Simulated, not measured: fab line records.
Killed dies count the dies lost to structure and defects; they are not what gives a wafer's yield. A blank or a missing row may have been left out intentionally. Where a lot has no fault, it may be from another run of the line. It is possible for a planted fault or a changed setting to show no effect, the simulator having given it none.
Matching of chambers :: flow n5_finfet :: rie_si-05 running N5_FIN_CUT_CUT_ETCH_15: 4 sister chambers
The step etches Si in HBr/Cl2/O2, target depth 100 nm, bt time 10 s, time 42.4 s. 4 wafers are shown with their chamber, then 9 later ones without.

== WAFERS, EACH WITH ITS CHAMBER ==
wafer: L083.3
chamber: 0
drypump_motor_current_A (A): 5.6

wafer: L085.1
chamber: 1
drypump_motor_current_A (A): 5.7

wafer: L085.3
chamber: 3
drypump_motor_current_A (A): 6.2

wafer: L085.6
chamber: 2
drypump_motor_current_A (A): 6.5

== WAFERS WHOSE CHAMBER IS MISSING ==
wafer: L086.3
drypump_motor_current_A (A): 6.2

wafer: L086.4
drypump_motor_current_A (A): 6.5

wafer: L086.5
drypump_motor_current_A (A): 6.2

wafer: L090.2
drypump_motor_current_A (A): 6.5

wafer: L090.4
drypump_motor_current_A (A): 5.6

wafer: L090.6
drypump_motor_current_A (A): 6.5

wafer: L093.2
drypump_motor_current_A (A): 5.7

wafer: L093.4
drypump_motor_current_A (A): 6.5

wafer: L093.5
drypump_motor_current_A (A): 5.8

== WHICH CHAMBER EACH WENT THROUGH ==
wafer: L086.3
from the rows above: 3
in truth: 3

wafer: L086.4
from the rows above: 2
in truth: 2

wafer: L086.5
from the rows above: 3
in truth: 3

wafer: L090.2
from the rows above: 2
in truth: 2

wafer: L090.4
from the rows above: 0
in truth: 0

wafer: L090.6
from the rows above: 2
in truth: 2

wafer: L093.2
from the rows above: 1
in truth: 1

wafer: L093.4
from the rows above: 2
in truth: 2

wafer: L093.5
from the rows above: 1
in truth: 1
9 of 9 placed correctly. Number that these rows cannot place: 0. Number placed wrongly: 0.
How it was worked out, from the rows above alone: a wafer's distance from a chamber is the root of the sum, over the readings, of the square of ((its reading less the chamber's mean) divided by the reading's scatter). If the next closest chamber is less than 2 further off than the closest, the wafer can't be placed; otherwise it belongs to the closest. A chamber's mean is the mean of its shown wafers. The scatter: with one shown wafer a chamber, the root of the mean of the squares of how far each hidden wafer lies from its nearest shown one.
